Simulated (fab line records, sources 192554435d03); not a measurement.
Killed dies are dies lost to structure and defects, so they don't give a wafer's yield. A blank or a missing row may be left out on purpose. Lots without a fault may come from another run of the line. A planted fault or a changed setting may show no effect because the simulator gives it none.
Chamber matching | flow n5_finfet | N5_BEOL_M13_DEP_53 on pecvd-03: 3 sister chambers
The step deposits SiCN from 3MS/NH3, target thk 50 nm, time 17.8 s. 3 wafers are shown with their chamber, then 11 later ones without.

WAFERS WITH THEIR CHAMBER
wafer  | chamber | showerhead_plenum_p_Torr (Torr)
L085.6 | 1       | 4.138
L087.5 | 2       | 4.147
L090.4 | 0       | 4.135

WAFERS WITHOUT THEIR CHAMBER
wafer  | showerhead_plenum_p_Torr (Torr)
L090.5 | 4.164
L090.6 | 4.135
L094.1 | 4.139
L094.2 | 4.133
L094.6 | 4.147
L093.1 | 4.147
L093.2 | 4.137
L093.6 | 4.143
L095.2 | 4.152
L095.3 | 4.154
L095.6 | 4.138

WHICH CHAMBER EACH WENT THROUGH
wafer  | from the rows above          | in truth
L090.5 | can't be placed: 2 or 1      | 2
L090.6 | can't be placed: 0 or 1      | 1
L094.1 | can't be placed: 1 or 0 or 2 | 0
L094.2 | can't be placed: 0 or 1      | 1
L094.6 | can't be placed: 2 or 1      | 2
L093.1 | can't be placed: 2 or 1      | 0
L093.2 | can't be placed: 1 or 0 or 2 | 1
L093.6 | can't be placed: 2 or 1 or 0 | 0
L095.2 | can't be placed: 2 or 1      | 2
L095.3 | can't be placed: 2 or 1      | 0
L095.6 | can't be placed: 1 or 0 or 2 | 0
Placed correctly: 0 of 11. Can't be placed from these rows: 11 (the true chamber is among the candidates in 9). Placed wrongly: 0.
How it was worked out, from the rows above alone: a wafer's distance from a chamber is the root of the sum, over the readings, of the square of ((its reading less the chamber's mean) divided by the reading's scatter). The wafer belongs to the nearest chamber; if the next one is less than 2 further off, it can't be placed. A chamber's mean is the mean of its shown wafers. The scatter: with one shown wafer a chamber, the root of the mean of the squares of how far each hidden wafer lies from its nearest shown one.
